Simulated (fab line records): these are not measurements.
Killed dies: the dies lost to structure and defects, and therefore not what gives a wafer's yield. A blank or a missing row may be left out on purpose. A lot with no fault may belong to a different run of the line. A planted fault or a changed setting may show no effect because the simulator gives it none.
fab line records | flow n5Finfet | part 1 of 2: steps 1 to 18 of 28
record lots=5 wafers=15 lastDay=18
route steps=1938 shown FIN_CUT@158 STI_FIN_REVEAL@183
lots with no fault: from the same line, run without faults
startH: the number of hours between the record's first day and the start of the first shown wafer of the lot | waitH: time in hours since the lot's previous step | " unchanged from the row above | L1.1+2: several wafers, shown together as one row | - no value present, or no start provided | * or withheld: withheld | < > ~ a bound
route shown NAME@n: names a module that has steps shown in the file, with the first one's number in the route | usual: mean/standard deviation taken from wafers without a fault | same: alike in all rows | chamber/n: place in a boat | sites: readings site by site | _std_site: standard deviation of those values | _edge_site: inner sites' mean taken away from outer sites' mean | radiusMm: how far each site lies from the wafer's centre | mask NAME#n: copy n | behind: the last tool/chamber to shape the wafer | hold: cause of the lot's hold/its duration in hours/its outcome | device: the transistor (n, p or np) that didn't switch | end of line: the same wafers' tests at the end of the route | a step without rows: its recipe alone | killed: at the first sort, the dies lost to defects and structure; wafer yield is something else | map: shows each die of a wafer: x if killed, . if not, _ if none is there
set.NAME: the setting that was run; set.NAME@STEP: the one run at that earlier step | model.NAME: the simulator's own value behind a step, which no gauge read
a table for each step, a row for each wafer; lots at some steps of the route
services: when a tool's chamber went out of use (startH, in hours from the record's first day, below 0 if earlier), for how many hours, and the reason
## steps
# step N5_FIN_CUT_EBR_04
# recipe solvent=PGMEA ebrWidthMm=1.5
# columns lot.wafer tool chamber startH waitH
L075.1+2+5 lithoTrack-04 0 - -
L077.2+4+5 lithoTrack-02 0 - -
L084.1+3+4 lithoTrack-03 0 - -
L094.3+5+6 lithoTrack-04 0 - -
L097.1+4+5 lithoTrack-04 0 - -
# step N5_FIN_CUT_SOFTBAKE_03
# recipe tempC=110 timeS=60 resist=CAR-EUV
# columns lot.wafer tool chamber startH waitH
L075.1+2+5 lithoTrack-04 0 - -
L077.2+4+5 lithoTrack-02 0 - -
L084.1+3+4 lithoTrack-03 0 - -
L094.3+5+6 lithoTrack-04 0 - -
L097.1+4+5 lithoTrack-04 0 - -
# step N5_FIN_CUT_EXPOSE_05
# recipe maskId=FIN_CUT na=0.33 sourceShape=annular sigmaInner=0.35 sigmaOuter=0.8 polarization=unpolarized doseMj=45.75
# columns lot.wafer tool chamber startH waitH mask
L075.1+2+5 euvScanner-02 0 32.80 - FIN_CUT#0
L077.2+4+5 euvScanner-01 0 45.60 - FIN_CUT#0
L084.1+3+4 euvScanner-02 0 87.45 - FIN_CUT#0
L094.3+5+6 euvScanner-01 0 148.28 - FIN_CUT#0
L097.1+4+5 euvScanner-02 0 165.06 - FIN_CUT#0
# step N5_FIN_CUT_PEB_06
# recipe pebTempC=100 pebTimeS=60 resist=CAR-EUV
# columns lot.wafer tool chamber startH waitH
L075.1+2+5 lithoTrack-04 0 32.87 0.1
L077.2+4+5 lithoTrack-02 0 45.66 0.1
L084.1+3+4 lithoTrack-04 0 87.51 0.1
L094.3+5+6 lithoTrack-03 0 148.34 0.0
L097.1+4+5 lithoTrack-04 0 165.13 0.1
# step N5_FIN_CUT_DEVELOP_07
# recipe developTimeS=30 developer=TMAH resist=CAR-EUV rinseLiquid=surfactantRinse dry=airSpin devTempC=23
# columns lot.wafer tool chamber startH waitH
L075.1+2+5 lithoTrack-04 0 - -
L077.2+4+5 lithoTrack-02 0 - -
L084.1+3+4 lithoTrack-04 0 - -
L094.3+5+6 lithoTrack-03 0 - -
L097.1+4+5 lithoTrack-04 0 - -
# step N5_FIN_CUT_CD_MEAS_08
# recipe targetCdNm=29.1 landingEnergyEv=500 detector=seInlens polarity=opening
# usual cdNm=29.22/0.23
# columns lot.wafer tool chamber startH waitH cdNm
L075.1 cdSem-01 0 32.94 - 29.47
L075.2 " 0 " " 28.67
L075.5 " 0 " " 29.06
L077.2 cdSem-03 0 45.73 - 29.21
L077.4 " 0 " " 29.74
L077.5 " 0 " " 29.14
L084.1 cdSem-01 0 87.58 - 28.96
L084.3 " 0 " " 29.13
L084.4 " 0 " " 29.36
L094.3 cdSem-03 0 148.40 - 29.50
L094.5 " 0 " " 29.04
L094.6 " 0 " " 29.30
L097.1 cdSem-03 0 165.19 - 29.03
L097.4 " 0 " " 29.66
L097.5 " 0 " " 29.48
# step N5_FIN_CUT_OVL_MEAS_09
# recipe pointsPerWafer=522
# usual FIN_CUT_OVL=-0.4/0.77
# columns lot.wafer tool chamber startH waitH FIN_CUT_OVL[nm]
L075.1 overlay-01 0 32.97 0.0 0.2
L075.2 " 0 " " 0.1
L075.5 " 0 " " -0.1
L077.2 overlay-01 0 45.76 0.0 0.6
L077.4 " 0 " " -0.2
L077.5 " 0 " " -0.3
L084.1 overlay-02 0 87.61 0.0 -0.5
L084.3 " 0 " " -0.2
L084.4 " 0 " " 0.2
L094.3 overlay-01 0 148.44 0.0 0.2
L094.5 " 0 " " 0.5
L094.6 " 0 " " 0.2
L097.1 overlay-02 0 165.22 0.0 -1.3
L097.4 " 0 " " -0.6
L097.5 " 0 " " -1.1
# step N5_FIN_CUT_INSPECT_10
# recipe mode=adi inspectInstrument=brightfield
# usual rawDefectCount=43/11
# columns lot.wafer tool chamber startH waitH rawDefectCount
L075.1 defectInspect-02 - 33.03 0.1 42
L075.2 " - " " 48
L075.5 " - " " 31
L077.2 defectInspect-02 - 45.81 0.0 50
L077.4 " - " " 41
L077.5 " - " " 28
L084.1 defectInspect-01 - 87.67 0.1 45
L084.3 " - " " 35
L084.4 " - " " 41
L094.3 defectInspect-01 - 148.49 0.0 45
L094.5 " - " " 65
L094.6 " - " " 49
L097.1 defectInspect-02 - 165.28 0.1 28
L097.4 " - " " 49
L097.5 " - " " 16
# step N5_FIN_CUT_DESCUM_13
# recipe chemistry=O2 timeS=7 sourcePowerW=50 biasPowerW=20 pressureMtorr=20 rfFrequencyHz=2.712e+07 tempC=40 resist=CAR-EUV o2FlowSccm=225
# usual drypumpMotorCurrentA=5.7/0.32 oesProductAu=0.73/0.061 rfVppV=243.2/1.2 showerheadPlenumPTorr=2.09/0.066 throttleValvePct=20.43/0.23
# columns lot.wafer tool chamber startH waitH drypumpMotorCurrentA oesProductAu rfHoursCounterH rfVppV showerheadPlenumPTorr throttleValvePct
L075.1 rieDiel-04 2 33.06 0.0 5.8 0.71 202 243.2 2.06 20.21
L075.2 " 1 " " 5.9 0.78 125 243.7 2.17 20.15
L075.5 " 1 " " 6.0 0.78 - 244.9 2.17 20.14
L077.2 rieDiel-05 2 45.85 0.0 5.9 0.77 118 243.8 2.09 20.12
L077.4 " 0 " " 5.3 0.77 - 243.6 2.08 20.14
L077.5 " 2 " " 5.9 0.77 - 243.9 2.09 20.12
L084.1 rieDiel-02 2 87.70 0.0 5.7 0.70 212 244.5 2.15 20.39
L084.3 " 1 " " 5.9 0.70 206 243.8 2.18 20.48
L084.4 " 3 " " 5.5 0.67 230 243.2 2.05 20.71
L094.3 rieDiel-02 3 148.62 0.1 5.5 0.66 248 242.9 2.05 20.70
L094.5 " 2 " " 5.7 0.68 - 242.8 2.14 20.40
L094.6 " 3 " " 5.4 0.66 - 242.7 2.05 20.70
L097.1 rieDiel-02 2 165.32 0.0 5.6 0.67 236 244.9 2.14 20.41
L097.4 " 2 " " 5.6 0.68 - 244.7 2.14 20.41
L097.5 " 1 " " 5.8 0.68 - 244.0 2.17 20.49
# step N5_FIN_CUT_ETCH_30
# recipe chemistry=N2/H2 target=underlayer targetDepthA=130 maskMaterial=CAR-EUV timeS=10.4 ionEnergyEv=200 pressureMtorr=30 sourceW=840 biasW=150 n2FlowSccm=200 h2FlowSccm=200 ends=cleared
# usual drypumpMotorCurrentA=5.7/0.32 etchRfOnTimeS=10.54/0.27 n2FlowSccm=200.0/0.59 oesProductAu=0.62/0.053 rfVppV=523.9/2.3 showerheadPlenumPTorr=2.55/0.081 throttleValvePct=17.92/0.24
# columns lot.wafer tool chamber startH waitH drypumpMotorCurrentA etchRfOnTimeS n2FlowSccm oesProductAu rfHoursCounterH rfVppV showerheadPlenumPTorr throttleValvePct
L075.1 rieDiel-04 2 33.09 0.0 5.8 10.70 201.7 0.60 202 524.5 2.54 17.85
L075.2 " 1 " " 5.9 10.47 200.3 0.65 125 526.2 2.68 17.83
L075.5 " 1 " " 6.0 10.62 200.5 0.64 - 526.7 2.68 17.84
L077.2 rieDiel-05 2 45.88 0.0 5.9 10.21 200.5 0.66 118 523.6 2.54 17.51
L077.4 " 0 " " 5.3 10.46 199.6 0.66 - 523.7 2.54 17.62
L077.5 " 2 " " 5.9 10.18 200.7 0.67 - 524.2 2.54 17.49
L084.1 rieDiel-02 2 87.74 0.0 5.7 10.23 200.1 0.60 212 527.9 2.64 18.03
L084.3 " 1 " " 5.8 10.63 200.7 0.59 206 526.3 2.64 17.86
L084.4 " 3 " " 5.5 10.54 200.0 0.58 230 523.0 2.50 18.17
L094.3 rieDiel-02 3 148.66 0.0 5.5 10.60 199.6 0.57 248 522.1 2.50 18.21
L094.5 " 2 " " 5.7 10.19 199.7 0.59 - 525.7 2.63 18.05
L094.6 " 3 " " 5.5 10.55 199.0 0.57 - 522.9 2.50 18.20
L097.1 rieDiel-02 2 165.37 0.0 5.7 10.19 199.9 0.59 236 525.6 2.62 18.08
L097.4 " 2 " " 5.7 10.25 199.6 0.59 - 526.2 2.62 18.10
L097.5 " 1 " " 5.8 10.63 199.7 0.57 - 525.7 2.63 17.88
# step N5_FIN_CUT_ETCH_20
# recipe chemistry=CF4 target=SiARC targetDepthA=260 maskMaterial=CAR-EUV timeS=43.3 ionEnergyEv=80 pressureMtorr=40 sourceW=545 biasW=36 Ar_flow_sccm=100 cf4FlowSccm=100 ends=cleared
# usual drypumpMotorCurrentA=5.7/0.31 etchRfOnTimeS=44.1/1.1 oesProductAu=0.62/0.053 rfVppV=184.2/1.1 showerheadPlenumPTorr=2.14/0.064 throttleValvePct=15.68/0.21
# columns lot.wafer tool chamber startH waitH drypumpMotorCurrentA etchRfOnTimeS oesProductAu rfHoursCounterH rfVppV showerheadPlenumPTorr throttleValvePct
L075.1 rieDiel-04 2 33.11 0.0 5.8 43.5 0.61 202 184.5 2.13 15.61
L075.2 " 1 " " 5.9 43.7 0.64 125 185.9 2.24 15.51
L075.5 " 1 " " 6.0 43.8 0.65 - 185.1 2.24 15.51
L077.2 rieDiel-05 2 45.90 0.0 5.9 42.3 0.66 118 184.5 2.14 15.35
L077.4 " 0 " " 5.3 43.9 0.65 - 184.1 2.14 15.51
L077.5 " 2 " " 5.9 42.4 0.67 - 184.5 2.14 15.35
L084.1 rieDiel-02 2 87.76 0.0 5.7 42.9 0.60 212 185.7 2.21 15.64
L084.3 " 1 " " 5.8 44.7 0.58 206 186.6 2.21 15.59
L084.4 " 3 " " 5.5 44.9 0.57 230 185.5 2.11 15.97
L094.3 rieDiel-02 3 148.68 0.0 5.4 44.9 0.56 248 182.1 2.10 16.00
L094.5 " 2 " " 5.7 43.2 0.59 - 186.5 2.20 15.66
L094.6 " 3 " " 5.5 45.1 0.56 - 184.7 2.10 15.98
L097.1 rieDiel-02 2 165.40 0.0 5.7 43.6 0.58 236 184.1 2.20 15.68
L097.4 " 2 " " 5.7 43.5 0.58 - 185.2 2.20 15.68
L097.5 " 1 " " 5.9 45.1 0.57 - 184.8 2.20 15.65
# step N5_FIN_CUT_ETCH_21
# recipe chemistry=N2/H2 target=SOC targetDepthA=2190 overetchA=438 maskMaterial=SiARC tempC=40 ionEnergyEv=100 biasW=61 timeS=523.5 pressureMtorr=30 sourceW=850 n2FlowSccm=200 h2FlowSccm=200
# usual drypumpMotorCurrentA=5.7/0.32 n2FlowSccm=200.1/0.65 oesProductAu=0.67/0.052 rfVppV=240.7/1.2 showerheadPlenumPTorr=2.55/0.081 throttleValvePct=17.88/0.24
# columns lot.wafer tool chamber startH waitH drypumpMotorCurrentA n2FlowSccm oesProductAu rfHoursCounterH rfVppV showerheadPlenumPTorr throttleValvePct
L075.1 rieDiel-04 2 33.15 0.0 5.8 200.7 0.66 202 241.0 2.54 17.84
L075.2 " 1 " " 6.0 200.8 0.70 125 240.8 2.68 17.79
L075.5 " 1 " " 5.9 200.5 0.70 - 241.6 2.68 17.77
L077.2 rieDiel-05 2 45.94 0.0 5.9 200.1 0.71 118 242.3 2.55 17.44
L077.4 " 0 " " 5.3 200.0 0.71 - 239.6 2.54 17.58
L077.5 " 2 " " 5.9 201.0 0.70 - 241.4 2.54 17.46
L084.1 rieDiel-02 2 87.80 0.0 5.7 200.3 0.65 212 242.4 2.64 17.99
L084.3 " 1 " " 5.9 200.1 0.65 206 241.6 2.64 17.79
L084.4 " 3 " " 5.5 201.3 0.63 230 240.0 2.50 18.13
L094.3 rieDiel-02 3 148.72 0.0 5.5 199.9 0.63 248 239.6 2.50 18.17
L094.5 " 2 " " 5.6 200.0 0.63 - 241.9 2.63 18.01
L094.6 " 3 " " 5.5 199.1 0.62 - 241.0 2.50 18.16
L097.1 rieDiel-02 2 165.45 0.0 5.7 201.1 0.63 236 240.4 2.62 18.01
L097.4 " 2 " " 5.7 200.6 0.62 - 240.5 2.63 18.04
L097.5 " 1 " " 5.9 200.2 0.62 - 241.7 2.63 17.86
# step N5_FIN_CUT_STRIP_23
# recipe chemistry=N2/H2 tempC=40 n2FlowSccm=200 h2FlowSccm=200 rfFrequencyHz=6e+07
# columns lot.wafer tool chamber startH waitH
L075.1+2+5 rieDiel-04 2,1,1 33.46 0.2
L077.2+4+5 rieDiel-05 2,0,2 46.24 0.2
L084.1+3+4 rieDiel-02 2,1,3 88.10 0.2
L094.3+5+6 rieDiel-02 3,2,3 149.02 0.2
L097.1+4+5 rieDiel-02 2,2,1 165.91 0.3
# step N5_FIN_CUT_STRIP_31
# recipe chemistry=N2/H2 tempC=40 n2FlowSccm=200 h2FlowSccm=200 rfFrequencyHz=6e+07
# columns lot.wafer tool chamber startH waitH
L075.1+2+5 rieDiel-04 2,1,1 33.47 0.0
L077.2+4+5 rieDiel-05 2,0,2 46.25 0.0
L084.1+3+4 rieDiel-02 2,1,3 88.11 0.0
L094.3+5+6 rieDiel-02 3,2,3 149.03 0.0
L097.1+4+5 rieDiel-02 2,2,1 165.93 0.0
# step N5_FIN_CUT_STRIP_24
# recipe chemistry=CF4 resist=SiARC powerW=300 biasPowerW=75 pressureMtorr=50 cf4FlowSccm=150 rfFrequencyHz=6e+07
# usual drypumpMotorCurrentA=5.7/0.31 oesProductAu=0.72/0.056 rfVppV=271.2/1.4 showerheadPlenumPTorr=1.79/0.05 throttleValvePct=13.67/0.21
# columns lot.wafer tool chamber startH waitH drypumpMotorCurrentA oesProductAu rfHoursCounterH rfVppV showerheadPlenumPTorr throttleValvePct
L075.1 rieDiel-04 2 33.48 0.0 5.7 0.71 202 270.8 1.78 13.60
L075.2 " 1 " " 5.9 0.75 125 273.8 1.88 13.46
L075.5 " 1 " " 5.9 0.76 - 272.1 1.88 13.46
L077.2 rieDiel-05 2 46.26 0.0 5.8 0.76 119 272.1 1.79 13.34
L077.4 " 0 " " 5.3 0.76 - 272.2 1.79 13.49
L077.5 " 2 " " 5.9 0.75 - 271.9 1.79 13.33
L084.1 rieDiel-02 2 88.12 0.0 5.7 0.69 212 273.0 1.84 13.62
L084.3 " 1 " " 5.8 0.69 206 271.7 1.84 13.57
L084.4 " 3 " " 5.5 0.68 230 270.6 1.77 13.96
L094.3 rieDiel-02 3 149.04 0.0 5.5 0.67 248 269.5 1.76 13.98
L094.5 " 2 " " 5.7 0.67 - 271.7 1.84 13.67
L094.6 " 3 " " 5.5 0.67 - 270.7 1.76 13.99
L097.1 rieDiel-02 2 165.94 0.0 5.7 0.68 236 271.8 1.83 13.67
L097.4 " 2 " " 5.7 0.67 - 272.1 1.84 13.67
L097.5 " 1 " " 5.8 0.68 - 272.3 1.83 13.62
# step N5_FIN_CUT_CUT_ETCH_26
# recipe chemistry=CH3F/O2 target=SiNx targetDepthA=390 maskMaterial=SOC timeS=55.7 pressureMtorr=30 sourceW=395 biasW=73 Ar_flow_sccm=150 CH3F_flow_sccm=30 O2_flow_sccm=20 ionEnergyEv=120
# usual O2_flow_sccm=20.00/0.055 drypumpMotorCurrentA=5.7/0.32 oes_ar_750_au=0.73/0.059 oesProductAu=0.73/0.06 rfVppV=298.9/2.6 showerheadPlenumPTorr=2.00/0.065 throttleValvePct=16.43/0.22
# columns lot.wafer tool chamber startH waitH O2_flow_sccm drypumpMotorCurrentA oes_ar_750_au oesProductAu rfHoursCounterH rfVppV showerheadPlenumPTorr throttleValvePct
L075.1 rieDiel-04 2 33.50 0.0 20.09 5.7 0.72 0.71 202 296.1 2.00 16.38
L075.2 " 1 " " 19.98 5.9 0.75 0.77 125 300.2 2.09 16.23
L075.5 " 1 " " 20.06 5.9 0.75 0.77 - 301.6 2.09 16.24
L077.2 rieDiel-05 2 46.28 0.0 19.95 5.9 0.80 0.77 119 294.7 2.00 16.10
L077.4 " 0 " " 20.04 5.3 0.76 0.77 - 303.7 2.01 16.24
L077.5 " 2 " " 19.98 5.9 0.79 0.77 - 292.9 2.00 16.12
L084.1 rieDiel-02 2 88.14 0.0 20.00 5.7 0.71 0.70 212 299.2 2.06 16.39
L084.3 " 1 " " 20.01 5.8 0.68 0.68 206 296.6 2.07 16.38
L084.4 " 3 " " 19.95 5.5 0.69 0.68 230 299.4 1.97 16.72
L094.3 rieDiel-02 3 149.06 0.0 19.86 5.5 0.67 0.66 248 297.5 1.96 16.74
L094.5 " 2 " " 20.11 5.7 0.69 0.68 - 299.2 2.06 16.43
L094.6 " 3 " " 19.99 5.5 0.67 0.66 - 300.2 1.96 16.74
L097.1 rieDiel-02 2 165.97 0.0 19.96 5.7 0.69 0.68 236 299.6 2.06 16.47
L097.4 " 2 " " 19.99 5.7 0.69 0.68 - 299.5 2.06 16.44
L097.5 " 1 " " 19.97 5.8 0.67 0.67 - 295.8 2.07 16.43
# step N5_FIN_CUT_CUT_ETCH_27
# recipe chemistry=CHF3/O2 target=SiO2 targetDepthA=40 maskMaterial=SOC overetchA=20 timeS=4.9 pressureMtorr=30 sourceW=650 biasW=170 Ar_flow_sccm=200 CHF3_flow_sccm=50 O2_flow_sccm=5 ionEnergyEv=200
# usual O2_flow_sccm=4.999/0.015 drypumpMotorCurrentA=5.7/0.31 oes_ar_750_au=0.73/0.058 oesProductAu=0.58/0.046 rfVppV=527/4.6 showerheadPlenumPTorr=2.41/0.076 throttleValvePct=18.89/0.21
# columns lot.wafer tool chamber startH waitH O2_flow_sccm drypumpMotorCurrentA oes_ar_750_au oesProductAu rfHoursCounterH rfVppV showerheadPlenumPTorr throttleValvePct
L075.1 rieDiel-04 2 33.54 0.0 4.986 5.8 0.72 0.57 203 521 2.41 18.83
L075.2 " 1 " " 4.975 6.0 0.75 0.61 125 531 2.52 18.68
L075.5 " 1 " " 4.991 6.0 0.74 0.60 - 531 2.52 18.68
L077.2 rieDiel-05 2 46.33 0.0 4.988 5.9 0.79 0.61 119 515 2.42 18.59
L077.4 " 0 " " 5.004 5.3 0.75 0.61 - 533 2.42 18.74
L077.5 " 2 " " 5.003 5.9 0.78 0.61 - 516 2.42 18.57
L084.1 rieDiel-02 2 88.19 0.0 4.996 5.6 0.70 0.55 212 529 2.49 18.89
L084.3 " 1 " " 4.964 5.9 0.69 0.55 206 524 2.49 18.81
L084.4 " 3 " " 5.013 5.5 0.68 0.54 230 525 2.37 19.17
L094.3 rieDiel-02 3 149.11 0.0 4.999 5.4 0.67 0.53 248 526 2.37 19.19
L094.5 " 2 " " 5.024 5.7 0.69 0.54 - 529 2.48 18.91
L094.6 " 3 " " 4.999 5.5 0.67 0.53 - 525 2.37 19.17
L097.1 rieDiel-02 2 166.04 0.0 5.010 5.6 0.69 0.54 236 530 2.48 18.91
L097.4 " 2 " " 5.007 5.6 0.69 0.54 - 530 2.48 18.91
L097.5 " 1 " " 5.019 5.8 0.68 0.53 - 524 2.48 18.85
# step N5_FIN_CUT_PRECLEAN_35
# recipe timeS=13.3 tempC=45 pressureTorr=125 pHfTorr=3 pCoreactantTorr=25 chemistry=vHF
# usual drypumpMotorCurrentA=6.14/0.28
# columns lot.wafer tool chamber startH waitH drypumpMotorCurrentA
L075.1 vaporEtch-02 1 33.61 0.0 6.13
L075.2 " 0 " " 5.95
L075.5 " 0 " " 5.95
L077.2 vaporEtch-02 1 46.40 0.0 6.14
L077.4 " 0 " " 5.93
L077.5 " 1 " " 6.14
L084.1 vaporEtch-01 1 88.25 0.0 6.56
L084.3 " 1 " " 6.56
L084.4 " 0 " " 5.87
L094.3 vaporEtch-01 0 150.23 1.1 5.88
L094.5 " 0 " " 5.88
L094.6 " 1 " " 6.57
L097.1 vaporEtch-01 0 166.13 0.1 5.87
L097.4 " 1 " " 6.57
L097.5 " 0 " " 5.89
